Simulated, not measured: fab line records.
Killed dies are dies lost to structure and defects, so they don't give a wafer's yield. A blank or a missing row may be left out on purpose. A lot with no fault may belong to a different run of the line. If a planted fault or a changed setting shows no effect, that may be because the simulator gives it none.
Problem report in the 8D (eight disciplines) form, filled by code -- flow n5-finfet -- the parts of the form that need people (team, actions taken, sign-off) are left out

1. THE PROBLEM
At N5_STI_FIN_REVEAL_INSPECT_13, raw-defect-count averages 524 over 3 wafers from 2 lots, while fault-free wafers read 12, standard deviation 4.6. So: +99 or more standard deviations from the usual mean.
The step: inspects for defects (darkfield).
The first sign was on wafer L266.1 at day 5 15:08, on defect-inspect-02. The record has a number at this step for 27 wafers belonging to 9 lots. Rule for "out", or "out of limits": more than 4 standard deviations from the usual mean. The rest of the wafers with a number are treated as sound.

2. WHAT IT IS AND WHAT IT IS NOT
question,is,is not
which readings at this step,raw-defect-count,-
which lots,"L266, L267","L255, L256, L258, L269, L271, L273, L277"
which wafers of those lots,"L266.1, L266.6, L267.1","L266.2, L267.4, L267.5"
read on which gauges,"defect-inspect-01, defect-inspect-02",-
when,from day 5 15:08,"up to then (10 sound wafers); but 14 sound wafers of L267, L269, L271, L273, L277 came after"

3. SUSPECTS, AND WHAT RULES EACH OUT
Counting: if a tool at a process step up to the reading ran every lot that is out, it stays a suspect. Sound lots after the first of them don't rule it out here, since some wafers of a struck lot are sound.
- the gauge at N5_STI_FIN_REVEAL_INSPECT_13: ruled out. 2 gauges (defect-inspect-01, defect-inspect-02) read the wafers that are out.
- plasma-asher-02 at N5_STI_FIN_REVEAL_OXIDATION_31 (chemistry O2 PLASMA REMOTE, time 20 s): kept. It processed each lot that is out (first: L266, day 5 14:30); up to then, its last sound lot is L258 (day 3 06:38).
- Within plasma-asher-02 at N5_STI_FIN_REVEAL_OXIDATION_31, the wafers that are out were processed in chamber 0 and their sound lot-mates in chamber 1.
After counting, what remains is plasma-asher-02 at N5_STI_FIN_REVEAL_OXIDATION_31.

4. THE CAUSE (what the simulator had put in)
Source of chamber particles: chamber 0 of plasma-asher-02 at N5_STI_FIN_REVEAL_OXIDATION_31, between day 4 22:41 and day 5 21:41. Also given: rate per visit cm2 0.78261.
Only this tool survived the counting.

5. THE EFFECT CHAIN, in route order
Rows list readings where the struck wafers' mean (over those with a number) sits beyond 3 standard deviations from the usual. Only readings whose record carries a usual standard deviation are examined. hours: median over the lots of the time between each lot's start at the first step of this table that gives one and its start at this step. sigmas: the change, counted in usual standard deviations.
hours,step,reading,usual,on struck wafers,change,sigmas
0,N5_STI_FIN_REVEAL_INSPECT_13,raw-defect-count,12,524,+512,+99 or more
255,N5_PASSIVATION_PROBE_49,defect-limited-yield,91.0 %,79.9,-11.1,-7.4
255,N5_PASSIVATION_PROBE_49,killed-at-front-end,39,163,+124,+11
255,N5_PASSIVATION_PROBE_49,killed-dies,106,236,+130,+7.7
255,N5_PASSIVATION_PROBE_49,sort_bin_5_function,5.3 %,12.5,+7.2,+7.2
255,N5_PASSIVATION_PROBE_49,sort-n-pass,1074,944,-130,-7.7
255,N5_PASSIVATION_PROBE_49,sort-yield-pct,91.0 %,79.9,-11.1,-7.4
It contains these process steps:
- N5_PASSIVATION_PROBE_49
At these later measuring or inspecting steps, every struck wafer for which the step has a row has a number for every such reading, and none has moved that far: N5_BEOL_M4_RC_MEAS_101.

6. HOW IT WOULD HAVE BEEN CAUGHT EARLIER
The first out-of-limits reading at a measuring or inspecting step in this record came at day 5 15:08, 16 hours after the fault's start at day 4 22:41.
No tool reading at N5_STI_FIN_REVEAL_OXIDATION_31 that has a usual standard deviation in the record was out on any struck wafer, so an alarm limit of 4 standard deviations on those readings would not have fired.
Among the 2 lots that are out, L267 began N5_STI_FIN_REVEAL_OXIDATION_31 on plasma-asher-02 after day 5 15:08. Holding the tool at that time would have saved it.
